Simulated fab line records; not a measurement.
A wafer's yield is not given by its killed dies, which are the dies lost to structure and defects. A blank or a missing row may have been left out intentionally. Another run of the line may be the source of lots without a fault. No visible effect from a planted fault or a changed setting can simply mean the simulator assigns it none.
fab line records + flow nand_harc + part 2 of 2: steps 39 to 47 of 47
record:
- lots: 5
- wafers: 15
- last_day: 32
route steps=1302 shown P_STI@99 P_GATE@110
lots with no fault: from the same line, run without faults
start_h: hours from the record's first day to the start of the lot's first wafer shown + wait_h: hours from the lot's prior step to this one + " the same as in the row above + L1.1+2: one row covering several wafers at once + - no value, or no start was given + * or withheld: withheld + < > ~ a bound
route shown NAME@n: NAME is a module with steps in the file, n the number in the route of the first one + usual: mean/standard deviation of fault-free wafers + same: alike in all rows + chamber/n: place in a boat + sites: the reading at each site + _std_site: how widely they spread, as a standard deviation + _edge_site: inner sites' mean taken away from outer sites' mean + radius_mm: for every site, how far away it sits from the centre of the wafer + mask NAME#n: copy n + behind: the last tool/chamber to shape the wafer + hold: what put the lot on hold/how long, in hours/how the hold closed + device: which transistor (n, p or np) failed to switch + end of line: the route-end tests of the same wafers + a step with no rows: only its recipe + killed: dies that structure and defects cost at the first sort, which is not the same as the wafer's yield + map: the dies of a wafer, with x for killed, . for not killed, _ for no die there
set.NAME: setting as actually run; set.NAME@STEP: the setting as run at that earlier step + model.NAME: the simulator's own value behind a step, which no gauge read
lots at selected steps of the route; one table per step, one row per wafer
services: a tool's chamber out of use, with start hour (start_h, from the record's first day; less than 0 if before it), hours out, and reason
== steps ==
step: NHARC_P_GATE_EXPOSE_23
recipe:
- na: 1.35
- target_cd_nm: 120
- dose_mj: 93.91
- mask_id: P_GATE
usual:
- focus_offset_nm: 0.0/0.52
| lot.wafer | tool            | chamber | start_h | wait_h | mask     | focus_offset_nm |
|-----------|-----------------|---------|---------|--------|----------|-----------------|
| L077.1    | arfi_scanner-03 | 0       | 132.52  | -      | P_GATE#0 | -0.6            |
| L077.3    | "               | 0       | "       | "      | P_GATE#0 | -0.4            |
| L077.5    | "               | 0       | "       | "      | P_GATE#0 | -0.4            |
| L088.1    | arfi_scanner-03 | 0       | 243.64  | -      | P_GATE#0 | -0.6            |
| L088.4    | "               | 0       | "       | "      | P_GATE#0 | 0.0             |
| L088.5    | "               | 0       | "       | "      | P_GATE#0 | 0.0             |
| L092.1    | arfi_scanner-02 | 0       | 273.38  | -      | P_GATE#0 | -0.1            |
| L092.2    | "               | 0       | "       | "      | P_GATE#0 | 0.9             |
| L092.6    | "               | 0       | "       | "      | P_GATE#0 | 0.4             |
| L093.2    | arfi_scanner-01 | 0       | 284.41  | -      | P_GATE#0 | 0.3             |
| L093.3    | "               | 0       | "       | "      | P_GATE#0 | -0.4            |
| L093.4    | "               | 0       | "       | "      | P_GATE#0 | -0.3            |
| L097.2    | arfi_scanner-03 | 0       | 324.61  | -      | P_GATE#0 | 0.3             |
| L097.4    | "               | 0       | "       | "      | P_GATE#0 | 0.5             |
| L097.6    | "               | 0       | "       | "      | P_GATE#0 | 0.2             |
step: NHARC_P_GATE_PEB_24
recipe:
- peb_temp_c: 100
- peb_time_s: 65
| lot.wafer  | tool           | chamber | start_h | wait_h |
|------------|----------------|---------|---------|--------|
| L077.1+3+5 | litho_track-04 | 0       | 132.58  | 0.1    |
| L088.1+4+5 | litho_track-04 | 0       | 243.70  | 0.1    |
| L092.1+2+6 | litho_track-06 | 0       | 273.44  | 0.1    |
| L093.2+3+4 | litho_track-04 | 0       | 284.47  | 0.1    |
| L097.2+4+6 | litho_track-04 | 0       | 324.67  | 0.1    |
step: NHARC_P_GATE_DEVELOP_25
recipe:
- develop_time_s: 35
- dev_temp_c: 23
same:
- develop_time_s: 35
| lot.wafer  | tool           | chamber | start_h | wait_h |
|------------|----------------|---------|---------|--------|
| L077.1+3+5 | litho_track-04 | 0       | -       | -      |
| L088.1+4+5 | litho_track-04 | 0       | -       | -      |
| L092.1+2+6 | litho_track-06 | 0       | -       | -      |
| L093.2+3+4 | litho_track-04 | 0       | -       | -      |
| L097.2+4+6 | litho_track-04 | 0       | -       | -      |
step: NHARC_P_GATE_CD_MEAS_26
recipe:
- target_cd_nm: 120
- landing_energy_ev: 500
usual:
- cd_nm: 119.9/0.52
| lot.wafer | tool      | chamber | start_h | wait_h | cd_nm |
|-----------|-----------|---------|---------|--------|-------|
| L077.1    | cd_sem-02 | 0       | 132.66  | -      | 120.2 |
| L077.3    | "         | 0       | "       | "      | 119.6 |
| L077.5    | "         | 0       | "       | "      | 119.0 |
| L088.1    | cd_sem-02 | 0       | 243.78  | -      | 119.8 |
| L088.4    | "         | 0       | "       | "      | 119.7 |
| L088.5    | "         | 0       | "       | "      | 119.9 |
| L092.1    | cd_sem-03 | 0       | 273.52  | -      | 119.3 |
| L092.2    | "         | 0       | "       | "      | 119.2 |
| L092.6    | "         | 0       | "       | "      | 119.8 |
| L093.2    | cd_sem-02 | 0       | 284.55  | -      | 119.9 |
| L093.3    | "         | 0       | "       | "      | 119.9 |
| L093.4    | "         | 0       | "       | "      | 119.7 |
| L097.2    | cd_sem-03 | 0       | 324.75  | -      | 119.7 |
| L097.4    | "         | 0       | "       | "      | 121.2 |
| L097.6    | "         | 0       | "       | "      | 120.8 |
step: NHARC_P_GATE_OVL_MEAS_27
usual:
- overlay_x_nm: 0.0/0.72
- overlay_y_nm: -0.2/0.71
| lot.wafer | tool       | chamber | start_h | wait_h | overlay_x_nm | overlay_y_nm |
|-----------|------------|---------|---------|--------|--------------|--------------|
| L077.1    | overlay-02 | -       | 132.75  | -      | 0.8          | -0.1         |
| L077.3    | "          | -       | "       | "      | 0.5          | 0.3          |
| L077.5    | "          | -       | "       | "      | 0.6          | 0.1          |
| L088.1    | overlay-02 | -       | 243.87  | -      | -0.5         | -0.2         |
| L088.4    | "          | -       | "       | "      | -0.4         | 0.1          |
| L088.5    | "          | -       | "       | "      | -0.7         | 0.3          |
| L092.1    | overlay-02 | -       | 273.61  | -      | 1.3          | -0.7         |
| L092.2    | "          | -       | "       | "      | 1.1          | -0.5         |
| L092.6    | "          | -       | "       | "      | 0.6          | -0.5         |
| L093.2    | overlay-02 | -       | 284.64  | -      | 0.0          | -0.5         |
| L093.3    | "          | -       | "       | "      | 0.1          | -0.3         |
| L093.4    | "          | -       | "       | "      | 0.0          | -0.4         |
| L097.2    | overlay-01 | -       | 324.83  | -      | -1.1         | -0.2         |
| L097.4    | "          | -       | "       | "      | -0.4         | 0.1          |
| L097.6    | "          | -       | "       | "      | -0.9         | -0.4         |
step: NHARC_P_GATE_INSPECT_28
usual:
- raw_defect_count: 7/3.8
| lot.wafer | tool              | chamber | start_h | wait_h | raw_defect_count |
|-----------|-------------------|---------|---------|--------|------------------|
| L077.1    | defect_inspect-02 | -       | 132.79  | 0.0    | 8                |
| L077.3    | "                 | -       | "       | "      | 11               |
| L077.5    | "                 | -       | "       | "      | 7                |
| L088.1    | defect_inspect-02 | -       | 243.90  | 0.0    | 10               |
| L088.4    | "                 | -       | "       | "      | 10               |
| L088.5    | "                 | -       | "       | "      | 5                |
| L092.1    | defect_inspect-01 | -       | 273.65  | 0.0    | 3                |
| L092.2    | "                 | -       | "       | "      | 4                |
| L092.6    | "                 | -       | "       | "      | 7                |
| L093.2    | defect_inspect-01 | -       | 284.67  | 0.0    | 5                |
| L093.3    | "                 | -       | "       | "      | 6                |
| L093.4    | "                 | -       | "       | "      | 4                |
| L097.2    | defect_inspect-02 | -       | 324.87  | 0.0    | 8                |
| L097.4    | "                 | -       | "       | "      | 5                |
| L097.6    | "                 | -       | "       | "      | 8                |
step: NHARC_P_GATE_DESCUM_31
recipe:
- time_s: 3
- o2_flow_sccm: 200
- ar_flow_sccm: 0
- bias_power_w: 0
- chemistry: O2
usual:
- drypump_motor_current_A: 5.8/0.48
- oes_product_au: 1.000/0.01
- rf_vpp_V: 57.7/0.93
- showerhead_plenum_p_Torr: 1.89/0.08
- throttle_valve_pct: 11.311/0.009
| lot.wafer | tool        | chamber | start_h | wait_h | drypump_motor_current_A | oes_product_au | rf_hours_counter_h | rf_vpp_V | showerhead_plenum_p_Torr | throttle_valve_pct |
|-----------|-------------|---------|---------|--------|-------------------------|----------------|--------------------|----------|--------------------------|--------------------|
| L077.3    | rie_diel-09 | 1       | 132.85  | 0.1    | 6.3                     | 0.981          | 8.5                | 60.1     | 2.03                     | 11.308             |
| L077.1    | "           | 3       | "       | "      | 6.3                     | 1.008          | 8.9                | 56.7     | 1.79                     | 11.300             |
| L077.5    | "           | 1       | "       | "      | 6.4                     | 0.976          | -                  | 58.1     | 2.03                     | 11.301             |
| L088.4    | rie_diel-02 | 0       | 243.96  | 0.1    | 5.4                     | 0.998          | 0.8                | 58.3     | 1.86                     | 11.318             |
| L088.1    | "           | 1       | "       | "      | 6.3                     | 1.004          | 0.8                | 57.0     | 1.85                     | 11.321             |
| L088.5    | "           | 1       | "       | "      | 6.3                     | 1.018          | -                  | 57.7     | 1.85                     | 11.314             |
| L092.2    | rie_diel-01 | 3       | 273.73  | 0.1    | 5.7                     | 0.991          | 3.4                | 58.7     | 1.93                     | 11.306             |
| L092.1    | "           | 0       | "       | "      | 6.4                     | 0.992          | 4.2                | 56.4     | 1.95                     | 11.330             |
| L092.6    | "           | 2       | "       | "      | 4.9                     | 1.022          | -                  | 57.7     | 1.90                     | 11.314             |
| L093.4    | rie_diel-09 | 1       | 284.73  | 0.1    | 6.3                     | 0.986          | 7.6                | 58.7     | 2.02                     | 11.327             |
| L093.2    | "           | 2       | "       | "      | 6.1                     | 1.010          | 7.1                | 58.9     | 1.79                     | 11.326             |
| L093.3    | "           | 3       | "       | "      | 6.3                     | 1.002          | 6.6                | 58.3     | 1.78                     | 11.314             |
| L097.2    | rie_diel-01 | 0       | 324.94  | 0.1    | 6.4                     | 1.002          | 7.9                | 57.2     | 1.95                     | 11.304             |
| L097.4    | "           | 2       | "       | "      | 4.9                     | 1.004          | 7.2                | 58.1     | 1.89                     | 11.302             |
| L097.6    | "           | 0       | "       | "      | 6.4                     | 1.002          | -                  | 57.4     | 1.95                     | 11.315             |
step: NHARC_P_GATE_ETCH_104
recipe:
- target_depth_a: 600
- time_s: withheld
- cf4_flow_sccm: 100
- chf3_flow_sccm: 30
- ar_flow_sccm: 0
- rf_w: 500
- bias_w: 200
- chemistry: CF4/CHF3
usual:
- drypump_motor_current_A: 5.8/0.47
- oes_product_au: 0.954/0.022
- rf_vpp_V: 369.9/2.4
- showerhead_plenum_p_Torr: 1.55/0.063
- throttle_valve_pct: 16.804/0.0086
| lot.wafer | tool        | chamber | start_h | wait_h | drypump_motor_current_A | oes_product_au | rf_vpp_V | showerhead_plenum_p_Torr | throttle_valve_pct |
|-----------|-------------|---------|---------|--------|-------------------------|----------------|----------|--------------------------|--------------------|
| L077.3    | rie_diel-09 | 2       | 132.96  | 0.1    | 6.2                     | 0.982          | 367.3    | 1.48                     | 16.791             |
| L077.1    | "           | 3       | "       | "      | 6.3                     | 0.970          | 367.6    | 1.47                     | 16.802             |
| L077.5    | "           | 2       | "       | "      | 6.2                     | 0.980          | 367.8    | 1.48                     | 16.800             |
| L088.1    | rie_diel-02 | 2       | 244.05  | 0.1    | 5.4                     | 0.979          | 366.9    | 1.47                     | 16.818             |
| L088.4    | "           | 1       | "       | "      | 6.3                     | 0.965          | 367.8    | 1.53                     | 16.813             |
| L088.5    | "           | 2       | "       | "      | 5.4                     | 0.990          | 367.2    | 1.47                     | 16.803             |
| L092.2    | rie_diel-01 | 3       | 273.80  | 0.1    | 5.8                     | 0.975          | 370.7    | 1.59                     | 16.796             |
| L092.1    | "           | 0       | "       | "      | 6.4                     | 0.980          | 372.1    | 1.61                     | 16.808             |
| L092.6    | "           | 1       | "       | "      | 6.2                     | 0.968          | 368.7    | 1.52                     | 16.801             |
| L093.4    | rie_diel-09 | 3       | 284.82  | 0.1    | 6.3                     | 0.980          | 367.2    | 1.47                     | 16.804             |
| L093.2    | "           | 1       | "       | "      | 6.3                     | 0.948          | 372.7    | 1.66                     | 16.806             |
| L093.3    | "           | 2       | "       | "      | 6.0                     | 0.979          | 367.8    | 1.48                     | 16.796             |
| L097.2    | rie_diel-01 | 0       | 325.02  | 0.1    | 6.4                     | 0.961          | 372.0    | 1.60                     | 16.788             |
| L097.4    | "           | 2       | "       | "      | 4.9                     | 0.988          | 371.3    | 1.56                     | 16.813             |
| L097.6    | "           | 0       | "       | "      | 6.4                     | 0.962          | 372.6    | 1.60                     | 16.808             |
step: NHARC_P_GATE_HM_OPEN_105
recipe:
- target_depth_a: 3600
- o2_flow_sccm: 400
- cos_flow_sccm: 20
- ar_flow_sccm: 0
- rf_w: 500
- bias_w: 300
- chemistry: O2/COS
usual:
- drypump_motor_current_A: 5.8/0.48
- oes_product_au: 1.000/0.0092
- rf_vpp_V: 466.3/2.9
- showerhead_plenum_p_Torr: 3.08/0.13
- throttle_valve_pct: 28.329/0.0091
| lot.wafer | tool        | chamber | start_h | wait_h | drypump_motor_current_A | oes_product_au | rf_hours_counter_h | rf_vpp_V | showerhead_plenum_p_Torr | throttle_valve_pct |
|-----------|-------------|---------|---------|--------|-------------------------|----------------|--------------------|----------|--------------------------|--------------------|
| L077.3    | rie_diel-09 | 3       | -       | -      | 6.3                     | 1.012          | 9.0                | 464.2    | 2.93                     | 28.323             |
| L077.1    | "           | 2       | "       | "      | 6.1                     | 1.009          | 8.1                | 462.7    | 2.93                     | 28.334             |
| L077.5    | "           | 1       | "       | "      | 6.3                     | 0.980          | -                  | 470.7    | 3.29                     | 28.343             |
| L088.1    | rie_diel-02 | 0       | -       | -      | 5.4                     | 0.995          | 0.8                | 466.3    | 3.04                     | 28.324             |
| L088.4    | "           | 1       | "       | "      | 6.3                     | 0.990          | 0.8                | 463.9    | 3.03                     | 28.320             |
| L088.5    | "           | 0       | "       | "      | 5.4                     | 1.001          | -                  | 465.5    | 3.04                     | 28.336             |
| L092.1    | rie_diel-01 | 1       | -       | -      | 6.2                     | 1.010          | 4.2                | 465.8    | 3.01                     | 28.325             |
| L092.2    | "           | 0       | "       | "      | 6.4                     | 0.983          | 4.3                | 467.5    | 3.18                     | 28.312             |
| L092.6    | "           | 1       | "       | "      | 6.2                     | 1.000          | -                  | 464.3    | 3.01                     | 28.334             |
| L093.3    | rie_diel-09 | 1       | -       | -      | 6.3                     | 0.987          | 7.6                | 471.5    | 3.29                     | 28.336             |
| L093.2    | "           | 2       | "       | "      | 6.1                     | 1.001          | 7.1                | 464.6    | 2.93                     | 28.343             |
| L093.4    | "           | 0       | "       | "      | 5.5                     | 0.990          | 7.2                | 466.4    | 3.08                     | 28.325             |
| L097.4    | rie_diel-01 | 0       | -       | -      | 6.4                     | 0.993          | 7.9                | 467.4    | 3.18                     | 28.336             |
| L097.2    | "           | 1       | "       | "      | 6.3                     | 1.010          | 7.9                | 464.7    | 3.01                     | 28.325             |
| L097.6    | "           | 3       | "       | "      | 5.8                     | 0.984          | -                  | 468.2    | 3.15                     | 28.310             |
== services ==
| tool           | chamber | start_h | hours | kind   |
|----------------|---------|---------|-------|--------|
| litho_track-07 | -       | 76.00   | 7.0   | pm     |
| wet_bench-05   | -       | 84.88   | 8.0   | pm     |
| rie_diel-01    | 3       | 91.89   | 1.6   | repair |
| litho_track-03 | -       | 100.00  | 7.0   | pm     |
| wet_bench-01   | -       | 101.60  | 8.0   | pm     |
| rie_diel-09    | 0       | 118.59  | 10.0  | repair |
| rie_diel-09    | 0       | 129.41  | 5.3   | repair |
| rie_diel-09    | -       | 143.10  | 9.0   | pm     |
| litho_track-01 | -       | 155.00  | 7.0   | pm     |
| wet_bench-01   | -       | 176.10  | 4.7   | repair |
| litho_track-06 | -       | 179.00  | 7.0   | pm     |
| rie_diel-01    | 1       | 188.75  | 5.8   | repair |
| rie_diel-01    | 2       | 190.47  | 18.8  | repair |
| litho_track-04 | -       | 203.00  | 7.0   | pm     |
| litho_track-02 | -       | 227.00  | 7.0   | pm     |
| wet_bench-04   | -       | 227.20  | 8.0   | pm     |
| litho_track-07 | -       | 251.00  | 7.0   | pm     |
| wet_bench-04   | -       | 253.38  | 2.4   | repair |
| wet_bench-05   | -       | 260.88  | 8.0   | pm     |
| wet_bench-01   | -       | 272.68  | 0.8   | repair |
| litho_track-03 | -       | 275.00  | 7.0   | pm     |
| wet_bench-01   | -       | 277.60  | 8.0   | pm     |
| wet_bench-01   | -       | 287.06  | 2.9   | repair |
| rie_diel-09    | -       | 320.10  | 9.0   | pm     |
